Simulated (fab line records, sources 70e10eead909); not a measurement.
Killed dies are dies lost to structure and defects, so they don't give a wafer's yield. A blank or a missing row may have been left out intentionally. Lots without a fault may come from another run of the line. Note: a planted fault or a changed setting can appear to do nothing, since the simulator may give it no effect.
Matching of chambers :: flow nand-harc :: 3 sister chambers for NHARC_A_STAIRCASE_DEP_156 on pecvd-02
The step deposits SiNx, target thk 50 nm. 6 wafers are shown with their chamber, then 9 later ones without.

EACH WAFER AND ITS CHAMBER
wafer: L089.2
chamber: 0
heater-power-outer-w (W): 418
heater-power-w (W): 718

wafer: L089.3
chamber: 1
heater-power-outer-w (W): 500
heater-power-w (W): 759

wafer: L089.4
chamber: 2
heater-power-outer-w (W): 264
heater-power-w (W): 482

wafer: L092.4
chamber: 0
heater-power-outer-w (W): 461
heater-power-w (W): 787

wafer: L092.5
chamber: 1
heater-power-outer-w (W): 446
heater-power-w (W): 698

wafer: L092.6
chamber: 2
heater-power-outer-w (W): 346
heater-power-w (W): 597

WAFERS WHOSE CHAMBER IS MISSING
wafer: L093.2
heater-power-outer-w (W): 474
heater-power-w (W): 752

wafer: L093.4
heater-power-outer-w (W): 352
heater-power-w (W): 595

wafer: L093.6
heater-power-outer-w (W): 483
heater-power-w (W): 745

wafer: L094.2
heater-power-outer-w (W): 464
heater-power-w (W): 729

wafer: L094.4
heater-power-outer-w (W): 453
heater-power-w (W): 738

wafer: L094.5
heater-power-outer-w (W): 474
heater-power-w (W): 749

wafer: L095.1
heater-power-outer-w (W): 456
heater-power-w (W): 698

wafer: L095.2
heater-power-outer-w (W): 488
heater-power-w (W): 767

wafer: L095.5
heater-power-outer-w (W): 459
heater-power-w (W): 703

WHICH CHAMBER EACH ONE RAN IN
wafer: L093.2
from the rows above: can't be placed: 1 or 0
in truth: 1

wafer: L093.4
from the rows above: can't be placed: 2 or 0
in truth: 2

wafer: L093.6
from the rows above: can't be placed: 1 or 0
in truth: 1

wafer: L094.2
from the rows above: can't be placed: 1 or 0
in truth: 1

wafer: L094.4
from the rows above: can't be placed: 0 or 1
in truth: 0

wafer: L094.5
from the rows above: can't be placed: 1 or 0
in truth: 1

wafer: L095.1
from the rows above: can't be placed: 1 or 0
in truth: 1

wafer: L095.2
from the rows above: can't be placed: 1 or 0
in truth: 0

wafer: L095.5
from the rows above: can't be placed: 1 or 0
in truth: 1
Correctly placed: 0 of 9. Unplaceable from these rows: 9, with the true chamber sitting among the candidates in 9. 0 placed wrongly.
How it was worked out, from the rows above alone: a wafer's distance from a chamber is the root of the sum, over the readings, of the square of ((its reading less the chamber's mean) divided by the reading's scatter). The wafer belongs to the nearest chamber; if the next one is less than 2 further off, it can't be placed. A chamber's mean is the mean of its shown wafers. How the scatter is found: for the shown wafers, subtract from each reading the mean of its chamber, square and add these, divide the total by (wafers less chambers), then take the root.
